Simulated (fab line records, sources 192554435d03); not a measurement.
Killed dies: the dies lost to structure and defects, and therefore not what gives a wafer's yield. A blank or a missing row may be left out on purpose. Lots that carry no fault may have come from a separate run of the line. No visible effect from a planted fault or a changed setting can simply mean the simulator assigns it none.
Comparing a struck lot with a sound one / flow n5Finfet / 37 out of 1938 route steps
Sound: wafers L461.1, L461.2, L461.3. Struck: wafers L464.3, L464.6 (left out: L464.2, a lot-mate that was not struck); the cause follows at the end.
At each step with rows: each side's tool, then ch and its chambers, then its first start. Under that, the readings that differ: sound wafers / struck wafers / difference of the means / sigmas: that difference in standard deviations of wafers without a fault.
alike: same words and numbers on both sides, and readings whose means sit less than 2 such deviations apart. not compared: any withheld reading, any reading some wafer has no value for, any bound like >300 that may hide the same value, and any number with overlapping values for which the record gives no deviation.
A row with sigmas, a row that says differs or no value, or rows on one side alone: a step with any of these is where the two part. Numbers that have no deviation but don't overlap get no sigmas and don't part them. Lack of a reading on every wafer of one side parts them only where that side has two or more wafers.

first, 11 steps without rows for these wafers: N5_FIN_SAQP_RECESS_75 (chemistry HF/NH3, target SiO2, target depth 14.4 nm, afs cycles 3, sublimation time 60 s); N5_FIN_SAQP_SPACER1_ALD_24 (deposits SiO2, target thk 20.3 nm, pulse time 1 s, purge time 2 s); N5_FIN_SAQP_SPACER1_ETCHBACK_25 (etches SiO2 in CHF3/O2, target depth 24.4 nm, time 12.2 s); N5_FIN_SAQP_MANDREL1_REMOVE_56 (chemistry HBr/Cl2/O2, target a-Si, stops on SiNx, bt time 10 s); N5_FIN_SAQP_ETCH_57 (etches SiNx in CH3F/O2, target depth 32.5 nm, time 46.4 s); N5_FIN_SAQP_ETCH_65 (etches SiO2 in CF4, target depth 4 nm, time 4.4 s); N5_FIN_SAQP_MANDREL_ETCH_58 (etches a-Si in HBr/Cl2, stops on SiNx, target depth 45 nm, bt time 10 s, time 27 s); N5_FIN_SAQP_RECESS_63 (chemistry HF/NH3, target SiO2, target depth 18 nm, afs cycles 3, sublimation time 60 s); N5_FIN_SAQP_COAT_68 (time 60 s, resist thk 100 nm); N5_FIN_SAQP_ETCH_69 (etches SOC in N2/H2, stops on SiNx, target depth 150 nm); N5_FIN_SAQP_ETCH_67 (etches SiNx in CH3F/O2, target depth 30 nm).
N5_FIN_SAQP_STRIP_70: strips in N2/H2.
  sound on rieDiel-02 ch 1,2,3, day 4 01:06; struck on rieDiel-02 ch 0, day 4 19:49
  alike: drypumpMotorCurrentA, oesProductAu, rfVppV, showerheadPlenumPTorr, throttleValvePct
  not compared: rfHoursCounterH
then, 12 steps without rows for these wafers: N5_FIN_SAQP_RECESS_71 (chemistry HF/NH3, target SiO2, target depth 3 nm, afs cycles 1, sublimation time 60 s); N5_FIN_SAQP_SPACER2_ALD_28 (deposits SiO2, target thk 8.1 nm, pulse time 1 s, purge time 2 s); N5_FIN_SAQP_SPACER2_ETCHBACK_29 (etches SiO2 in CHF3/O2, target depth 12.2 nm, time 6.1 s); N5_FIN_SAQP_MANDREL2_REMOVE_60 (chemistry HBr/Cl2/O2, target a-Si, stops on SiNx, bt time 10 s); N5_FIN_SAQP_HM_OPEN_33 (chemistry CH3F/O2, target SiNx, target depth 49.4 nm, time 70.6 s); N5_FIN_SAQP_ETCH_34 (etches SiO2 in C4F6/O2, target depth 45 nm, time 15 s); N5_FIN_SAQP_STRIP_77 (strips in N2/H2, time 90 s); N5_FIN_SAQP_ETCH_64 (etches SiO2 in CF4, target depth 1.5 nm); N5_FIN_SAQP_FIN_ETCH_36 (etches the open film in HBr/Cl2/O2, target depth 120 nm, time 50.4 s); N5_FIN_SAQP_PRECLEAN_38 (cleans in O3/DIW, time 45 s); N5_FIN_SAQP_PRECLEAN_45 (cleans in dHF, time 10 s); N5_FIN_SAQP_SRD_39 (time 30 s).
N5_FIN_SAQP_INSPECT_40: inspects for defects (brightfield).
  sound on defectInspect-01 at day 4 02:30; struck on defectInspect-01 at day 4 21:21
reading=rawDefectCount; sound=274 265 216; struck=469 534; difference=+250; sigmas=+4
then, 9 steps without rows for these wafers: N5_FIN_CUT_COAT_18 (time 60 s, resist thk 230 nm); N5_FIN_CUT_COAT_19 (time 60 s, resist thk 20 nm); N5_FIN_CUT_COAT_29 (time 60 s, resist thk 10 nm); N5_FIN_CUT_COAT_02 (resist thk 30 nm); N5_FIN_CUT_EBR_04; N5_FIN_CUT_SOFTBAKE_03 (time 60 s); N5_FIN_CUT_EXPOSE_05 (exposes mask FIN CUT); N5_FIN_CUT_PEB_06 (peb time 60 s); N5_FIN_CUT_DEVELOP_07 (develop time 30 s).
N5_FIN_CUT_INSPECT_10: inspects for defects (brightfield).
  sound on defectInspect-02 at day 4 03:01; struck on defectInspect-02 at day 4 21:52
reading=rawDefectCount; sound=50 52 53; struck=340 342; difference=+289; sigmas=+26
-- a jump in the record: the struck wafers' starts before and after are 9 days apart (it breaks off in module FIN_CUT and resumes in module BEOL_M4, where the first step shown is number 1111 of the route) --
N5_BEOL_M4_RC_MEAS_101:
  sound on prober-01 ch 0, day 13 07:26; struck on prober-01 ch 0, day 14 07:56
reading=SS_N (mV/dec); sound=71.6 70.6 71.5; struck=71.8 73.1; difference=+1.2; sigmas=+2
  alike: DIBL_N, DIBL_P, IOFF_N, IOFF_P, ION_N, ION_P, SS_P, VT_N, VT_P
-- record jumps: 4 days separate the struck wafers' starts on either side; left off in module BEOL_M4, taken up again in module PASSIVATION, whose first shown step is the route's number 1936 --
N5_PASSIVATION_PROBE_49:
  only the struck wafers here have rows in the record (prober-01, day 18 15:06); the sound ones have none

## WHERE THEY PART
Last at N5_PASSIVATION_PROBE_49 as far as this record goes, first at N5_FIN_SAQP_INSPECT_40.

WHY: what the simulator had put in
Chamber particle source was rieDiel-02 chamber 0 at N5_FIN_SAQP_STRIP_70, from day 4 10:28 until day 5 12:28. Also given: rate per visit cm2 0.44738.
